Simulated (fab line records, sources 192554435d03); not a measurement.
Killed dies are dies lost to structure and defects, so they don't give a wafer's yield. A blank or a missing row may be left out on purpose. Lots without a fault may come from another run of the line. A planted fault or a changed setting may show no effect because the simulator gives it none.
Chamber matching | flow n5_finfet | N5_BEOL_M8_CURE_74 on uv_cure-01: 3 sister chambers
The step cures SiCOH lowk, time 240 s. 14 wafers are shown with their chamber, then 7 later ones without.

WAFERS WITH THEIR CHAMBER
wafer  | chamber | wafer_temp_C_max | lamp_power_pct (%)
L079.2 | 0       | 386.1            | 52.26
L079.3 | 0       | 386.4            | 52.26
L079.5 | 0       | 386.4            | 52.26
L080.1 | 2       | 387.3            | 52.34
L080.5 | 2       | 387.2            | 52.36
L080.6 | 2       | 387.0            | 52.34
L081.2 | 1       | 385.9            | 52.31
L081.3 | 1       | 386.2            | 52.22
L081.5 | 1       | 386.0            | 52.39
L085.2 | 2       | 387.0            | 52.25
L085.5 | 2       | 386.7            | 52.27
L085.6 | 2       | 386.7            | 52.30
L090.3 | 0       | 387.1            | 52.33
L090.5 | 0       | 386.7            | 52.28

SIGNATURES (means of the wafers above)
reading          | chamber 0 | chamber 1 | chamber 2 | scatter within a chamber
wafer_temp_C_max | 386.540   | 386.033   | 386.983   | 0.29
lamp_power_pct   | 52.2780   | 52.3067   | 52.3100   | 0.0502
Rule: a wafer's distance from a chamber is the root of the sum, over the readings, of the square of ((its reading less the chamber's mean) divided by the reading's scatter). The wafer belongs to the nearest chamber; if the next one is less than 2 further off, it can't be placed. The scatter: the root of (the sum of the squares of (reading less its chamber's mean) over the shown wafers, divided by (wafers less chambers)).

WAFERS WITHOUT THEIR CHAMBER
wafer  | wafer_temp_C_max | lamp_power_pct (%)
L090.6 | 386.8            | 52.45
L094.1 | 386.5            | 52.37
L094.2 | 386.0            | 52.21
L094.6 | 386.3            | 52.32
L096.1 | 386.0            | 52.20
L096.2 | 386.1            | 52.45
L096.6 | 386.1            | 52.23

WHICH CHAMBER EACH WENT THROUGH
wafer  | from the rows above          | in truth
L090.6 | can't be placed: 2 or 0 or 1 | 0
L094.1 | can't be placed: 0 or 1 or 2 | 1
L094.2 | can't be placed: 1 or 0      | 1
L094.6 | can't be placed: 1 or 0 or 2 | 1
L096.1 | can't be placed: 1 or 0 or 2 | 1
L096.2 | can't be placed: 1 or 0 or 2 | 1
L096.6 | can't be placed: 1 or 0 or 2 | 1
Placed correctly: 0 of 7. Can't be placed from these rows: 7 (the true chamber is among the candidates in 7). Placed wrongly: 0.
